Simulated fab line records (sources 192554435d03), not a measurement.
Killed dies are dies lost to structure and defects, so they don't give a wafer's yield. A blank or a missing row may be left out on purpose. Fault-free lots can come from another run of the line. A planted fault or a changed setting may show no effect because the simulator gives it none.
Split-lot trial || flow n5_finfet || 7 lots, 21 wafers read, on a route of 1938 steps

== THE SPLIT ==
At N5_BEOL_M15_SPUTTER_44 (material Ta, target thk 15 nm, time 24.19 s), the setting power_w was moved away from the recipe's 15000 W on 7 of the 21 wafers read, by -15.1% to +5.2%. The other wafers ran this setting at the recipe's value.

The split's own step is where the reading is taken.

== THE READING ==
Ta_of_BEOL_M15_SPUTTER_44.thk_nm (the simulator's own value, which no gauge read), in nm, at N5_BEOL_M15_SPUTTER_44 (material Ta, target thk 15 nm, time 24.19 s). The file gives no usual value for it. Here, 14 wafers ran the recipe; their average is 14.9 nm with a standard deviation of 0.22 nm.

{"wafer": "L077.1", "tool, chamber at the split": "pvd_sputter-02, -", "power_w as run, W": 13360, "against the recipe": "-10.9%", "Ta_of_BEOL_M15_SPUTTER_44.thk_nm, nm": 13.6, "against lot-mates on the recipe": "no lot-mate on the recipe"}
{"wafer": "L077.4", "tool, chamber at the split": "pvd_sputter-02, -", "power_w as run, W": 13360, "against the recipe": "-10.9%", "Ta_of_BEOL_M15_SPUTTER_44.thk_nm, nm": 13.2, "against lot-mates on the recipe": "no lot-mate on the recipe"}
{"wafer": "L077.6", "tool, chamber at the split": "pvd_sputter-02, -", "power_w as run, W": 13360, "against the recipe": "-10.9%", "Ta_of_BEOL_M15_SPUTTER_44.thk_nm, nm": 13.4, "against lot-mates on the recipe": "no lot-mate on the recipe"}
{"wafer": "L079.2", "tool, chamber at the split": "pvd_sputter-03, -", "power_w as run, W": 15000, "against the recipe": "recipe", "Ta_of_BEOL_M15_SPUTTER_44.thk_nm, nm": 14.8, "against lot-mates on the recipe": "-"}
{"wafer": "L079.4", "tool, chamber at the split": "pvd_sputter-03, -", "power_w as run, W": 15000, "against the recipe": "recipe", "Ta_of_BEOL_M15_SPUTTER_44.thk_nm, nm": 14.8, "against lot-mates on the recipe": "-"}
{"wafer": "L079.5", "tool, chamber at the split": "pvd_sputter-03, -", "power_w as run, W": 15000, "against the recipe": "recipe", "Ta_of_BEOL_M15_SPUTTER_44.thk_nm, nm": 14.6, "against lot-mates on the recipe": "-"}
{"wafer": "L088.1", "tool, chamber at the split": "pvd_sputter-03, -", "power_w as run, W": 15000, "against the recipe": "recipe", "Ta_of_BEOL_M15_SPUTTER_44.thk_nm, nm": 14.8, "against lot-mates on the recipe": "-"}
{"wafer": "L088.5", "tool, chamber at the split": "pvd_sputter-03, -", "power_w as run, W": 15000, "against the recipe": "recipe", "Ta_of_BEOL_M15_SPUTTER_44.thk_nm, nm": 15, "against lot-mates on the recipe": "-"}
{"wafer": "L088.6", "tool, chamber at the split": "pvd_sputter-03, -", "power_w as run, W": 15730, "against the recipe": "+4.9%", "Ta_of_BEOL_M15_SPUTTER_44.thk_nm, nm": 15.8, "against lot-mates on the recipe": "+0.9"}
{"wafer": "L095.2", "tool, chamber at the split": "pvd_sputter-02, -", "power_w as run, W": 15000, "against the recipe": "recipe", "Ta_of_BEOL_M15_SPUTTER_44.thk_nm, nm": 14.8, "against lot-mates on the recipe": "-"}
{"wafer": "L095.5", "tool, chamber at the split": "pvd_sputter-02, -", "power_w as run, W": 12740, "against the recipe": "-15.1%", "Ta_of_BEOL_M15_SPUTTER_44.thk_nm, nm": 13, "against lot-mates on the recipe": -1.9}
{"wafer": "L095.6", "tool, chamber at the split": "pvd_sputter-02, -", "power_w as run, W": 15000, "against the recipe": "recipe", "Ta_of_BEOL_M15_SPUTTER_44.thk_nm, nm": 15, "against lot-mates on the recipe": "-"}
{"wafer": "L094.1", "tool, chamber at the split": "pvd_sputter-03, -", "power_w as run, W": 15000, "against the recipe": "recipe", "Ta_of_BEOL_M15_SPUTTER_44.thk_nm, nm": 15.2, "against lot-mates on the recipe": "-"}
{"wafer": "L094.3", "tool, chamber at the split": "pvd_sputter-03, -", "power_w as run, W": 15000, "against the recipe": "recipe", "Ta_of_BEOL_M15_SPUTTER_44.thk_nm, nm": 15.2, "against lot-mates on the recipe": "-"}
{"wafer": "L094.4", "tool, chamber at the split": "pvd_sputter-03, -", "power_w as run, W": 15000, "against the recipe": "recipe", "Ta_of_BEOL_M15_SPUTTER_44.thk_nm, nm": 15.2, "against lot-mates on the recipe": "-"}
{"wafer": "L089.1", "tool, chamber at the split": "pvd_sputter-03, -", "power_w as run, W": 15000, "against the recipe": "recipe", "Ta_of_BEOL_M15_SPUTTER_44.thk_nm, nm": 14.8, "against lot-mates on the recipe": "-"}
{"wafer": "L089.2", "tool, chamber at the split": "pvd_sputter-03, -", "power_w as run, W": 14120, "against the recipe": "-5.9%", "Ta_of_BEOL_M15_SPUTTER_44.thk_nm, nm": 14.2, "against lot-mates on the recipe": -0.8}
{"wafer": "L089.6", "tool, chamber at the split": "pvd_sputter-03, -", "power_w as run, W": 15000, "against the recipe": "recipe", "Ta_of_BEOL_M15_SPUTTER_44.thk_nm, nm": 15.2, "against lot-mates on the recipe": "-"}
{"wafer": "L092.1", "tool, chamber at the split": "pvd_sputter-03, -", "power_w as run, W": 15000, "against the recipe": "recipe", "Ta_of_BEOL_M15_SPUTTER_44.thk_nm, nm": 14.6, "against lot-mates on the recipe": "-"}
{"wafer": "L092.4", "tool, chamber at the split": "pvd_sputter-03, -", "power_w as run, W": 15000, "against the recipe": "recipe", "Ta_of_BEOL_M15_SPUTTER_44.thk_nm, nm": 14.6, "against lot-mates on the recipe": "-"}
{"wafer": "L092.2", "tool, chamber at the split": "pvd_sputter-03, -", "power_w as run, W": 15780, "against the recipe": "+5.2%", "Ta_of_BEOL_M15_SPUTTER_44.thk_nm, nm": 15.6, "against lot-mates on the recipe": "+1.0"}

THE FIT
A straight line over all 21 wafers: Ta_of_BEOL_M15_SPUTTER_44.thk_nm changes by +0.135 nm for each +1% of power_w; r = +0.96; the points scatter about the line by 0.21 nm.
The same after taking each lot's own level away (the mean of its wafers on the recipe; 18 wafers): +0.139 nm for each +1%; r = +0.98; scatter 0.13 nm.
On that fit, the largest move of power_w shifts the reading by 2.1 nm.
Measured against the standard deviation above, the lots' own levels, which go from 14.60 to 15.20 nm, span 2.7 times it.
Hence the lot-to-lot level has little effect on the slope; both slopes agree.
Check: for one of the wafers moved furthest among these (-15.1%), held out of the fit, the line's prediction against its lot-mates is -2.48 nm. It came out at -1.9 nm against them.

== FURTHER SPLITS ON THESE WAFERS ==
These wafers also went through other splits before the reading. Each is held against what the fit with the lots' levels taken away leaves over:
{"other split on the same wafers": "N5_BEOL_M13_ETCH_59 time_s", "wafers away from the commonest value": 6, "r with Ta_of_BEOL_M15_SPUTTER_44.thk_nm (lot level and that fit taken away)": -0.03}
{"other split on the same wafers": "N5_BEOL_M13_SPUTTER_43 power_w", "wafers away from the commonest value": 4, "r with Ta_of_BEOL_M15_SPUTTER_44.thk_nm (lot level and that fit taken away)": -0.17}
{"other split on the same wafers": "N5_BEOL_M14_ILD_DEP_00 time_s", "wafers away from the commonest value": 7, "r with Ta_of_BEOL_M15_SPUTTER_44.thk_nm (lot level and that fit taken away)": "+0.01"}
{"other split on the same wafers": "N5_BEOL_M14_DEP_53 time_s", "wafers away from the commonest value": 10, "r with Ta_of_BEOL_M15_SPUTTER_44.thk_nm (lot level and that fit taken away)": "+0.15"}
{"other split on the same wafers": "N5_BEOL_M15_ILD_DEP_00 temp_c", "wafers away from the commonest value": 5, "r with Ta_of_BEOL_M15_SPUTTER_44.thk_nm (lot level and that fit taken away)": -0.42}

== FILE'S OWN FIT ==
Ta_of_BEOL_M15_SPUTTER_44.thk_nm changes by +0.137 nm for each +1% of power_w, r = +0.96.
